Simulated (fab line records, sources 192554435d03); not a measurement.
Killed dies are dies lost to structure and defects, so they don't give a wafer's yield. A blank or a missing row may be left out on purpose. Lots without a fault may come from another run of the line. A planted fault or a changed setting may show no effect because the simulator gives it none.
Chamber matching | flow n5_finfet | N5_BEOL_M7_ILD_DEP_00 on pecvd-01: 3 sister chambers
The step deposits SiCOH lowk from DEMS/porogen, target thk 179.75 nm, time 33.4 s. 14 wafers are shown with their chamber, then 7 later ones without.

WAFERS WITH THEIR CHAMBER
wafer  | chamber | throttle_valve_pct (%) | heater_power_w (W) | showerhead_plenum_p_Torr (Torr)
L522.1 | 0       | 14.9                   | 268                | 5.746
L522.3 | 1       | 14.5                   | 255                | 5.740
L522.4 | 0       | 14.8                   | 282                | 5.733
L523.1 | 1       | 14.3                   | 255                | 5.743
L523.3 | 0       | 14.8                   | 293                | 5.745
L523.6 | 1       | 14.5                   | 261                | 5.737
L533.1 | 1       | 14.0                   | 264                | 5.744
L533.2 | 2       | 12.2                   | 313                | 5.730
L533.6 | 0       | 14.5                   | 327                | 5.743
L539.1 | 1       | 14.1                   | 271                | 5.730
L539.4 | 2       | 12.3                   | 338                | 5.742
L539.6 | 0       | 14.6                   | 321                | 5.757
L540.1 | 1       | 14.3                   | 251                | 5.729
L540.3 | 0       | 14.8                   | 298                | 5.748

SIGNATURES (means of the wafers above)
reading                  | chamber 0 | chamber 1 | chamber 2 | scatter within a chamber
throttle_valve_pct       | 14.733    | 14.283    | 12.250    | 0.172
heater_power_w           | 298.17    | 259.50    | 325.50    | 16.9
showerhead_plenum_p_Torr | 5.74533   | 5.73717   | 5.73600   | 0.00726
Rule: a wafer's distance from a chamber is the root of the sum, over the readings, of the square of ((its reading less the chamber's mean) divided by the reading's scatter). The wafer belongs to the nearest chamber; if the next one is less than 2 further off, it can't be placed. The scatter: the root of (the sum of the squares of (reading less its chamber's mean) over the shown wafers, divided by (wafers less chambers)).

WAFERS WITHOUT THEIR CHAMBER
wafer  | throttle_valve_pct (%) | heater_power_w (W) | showerhead_plenum_p_Torr (Torr)
L540.4 | 14.2                   | 252                | 5.738
L541.2 | 14.7                   | 299                | 5.753
L541.3 | 14.6                   | 266                | 5.720
L541.4 | 14.4                   | 276                | 5.737
L542.3 | 14.4                   | 235                | 5.733
L542.4 | 14.2                   | 245                | 5.719
L542.5 | 12.5                   | 274                | 5.734

WHICH CHAMBER EACH WENT THROUGH
wafer  | from the rows above     | in truth
L540.4 | 1                       | 1
L541.2 | 0                       | 0
L541.3 | can't be placed: 1 or 0 | 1
L541.4 | can't be placed: 1 or 0 | 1
L542.3 | 1                       | 1
L542.4 | 1                       | 1
L542.5 | 2                       | 2
Placed correctly: 5 of 7. Can't be placed from these rows: 2 (the true chamber is among the candidates in 2). Placed wrongly: 0.
